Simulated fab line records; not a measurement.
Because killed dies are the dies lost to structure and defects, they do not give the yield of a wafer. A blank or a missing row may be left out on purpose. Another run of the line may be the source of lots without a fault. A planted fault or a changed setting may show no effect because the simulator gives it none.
Which tool did it? | flow nandHarc | 6 lots, 17 wafers sampled, at 5 steps of a route of 1159

== WHAT EACH GAUGE READ, for each wafer ==
NHARC_END_SORT_01.
lot  | measured     | on        | killedAtArray
L402 | day 22 23:37 | prober-02 | 34 663

== EACH LOT AND THE TOOL THAT RAN IT (in order: tool; ch and the chambers of the sampled wafers; start) ==
lot  | NHARC_A_STAIRCASE_TRIM_202                   | NHARC_A_STAIRCASE_DESCUM_219      | NHARC_A_STAIRCASE_TRIM_229        | NHARC_A_STAIRCASE_ETCH_236
L390 | rieDiel-08 ch 2,3, day 11 18:53 or earlier   | rieDiel-07 ch 2,3, day 11 18:53   | rieDiel-07 ch 1,3, day 11 22:53   | rieDiel-07 ch 0,1,2, day 12 00:20
L392 | rieDiel-07 ch 0,1,2, day 12 08:53 or earlier | rieDiel-08 ch 2,3, day 12 08:53   | rieDiel-08 ch 1,2,3, day 12 10:04 | rieDiel-08 ch 0,1,2, day 12 10:56
L398 | rieDiel-02 ch 0,3, day 13 19:38 or earlier   | rieDiel-07 ch 2,3, day 13 19:38   | rieDiel-07 ch 0,1, day 13 20:49   | rieDiel-07 ch 1,2,3, day 13 22:12
L402 | rieDiel-07 ch 0,3, day 15 00:26 or earlier   | rieDiel-07 ch 1,2, day 15 00:26   | rieDiel-08 ch 2,3, day 15 01:50   | rieDiel-08 ch 0,2, day 15 04:22
L407 | rieDiel-08 ch 1,2, day 16 02:49 or earlier   | rieDiel-07 ch 0,1,3, day 16 02:49 | rieDiel-07 ch 1,2, day 16 04:01   | rieDiel-07 ch 1,2, day 16 05:01
L409 | rieDiel-07 ch 0,2, day 16 14:38 or earlier   | rieDiel-07 ch 1,2,3, day 16 14:38 | rieDiel-07 ch 0,1,2, day 16 15:44 | rieDiel-07 ch 0,2,3, day 16 16:46
- NHARC_A_STAIRCASE_TRIM_202: chemistry O2, time 211.2 s.
- NHARC_A_STAIRCASE_DESCUM_219: chemistry O2, time 3 s.
- NHARC_A_STAIRCASE_TRIM_229: chemistry O2, time 211.2 s.
- NHARC_A_STAIRCASE_ETCH_236: etches the open film in C4F8/O2, target depth 100 nm, time 40.5 s.

== THE ANSWER, worked out from the rows above alone ==
Rule: what is usual is taken from the lots themselves. Put in order of their means at a reading, lots are off if they are a third of the lots or fewer, leave a main group of 4 or more, and stand apart from it by a gap of 3 or more times the standard deviation of the main group's means; of several such gaps the widest counts. A main group is skipped when, at the precision printed for the reading in the tables above, its means are all equal. Also off: a lot with no number at a reading for which 4 or more lots have one. Any other lot the step has rows for is counted as sound.
Across all readings shown, no lot is off: no conclusion can be drawn from this.

== WHAT THE SIMULATOR HAD INSERTED ==
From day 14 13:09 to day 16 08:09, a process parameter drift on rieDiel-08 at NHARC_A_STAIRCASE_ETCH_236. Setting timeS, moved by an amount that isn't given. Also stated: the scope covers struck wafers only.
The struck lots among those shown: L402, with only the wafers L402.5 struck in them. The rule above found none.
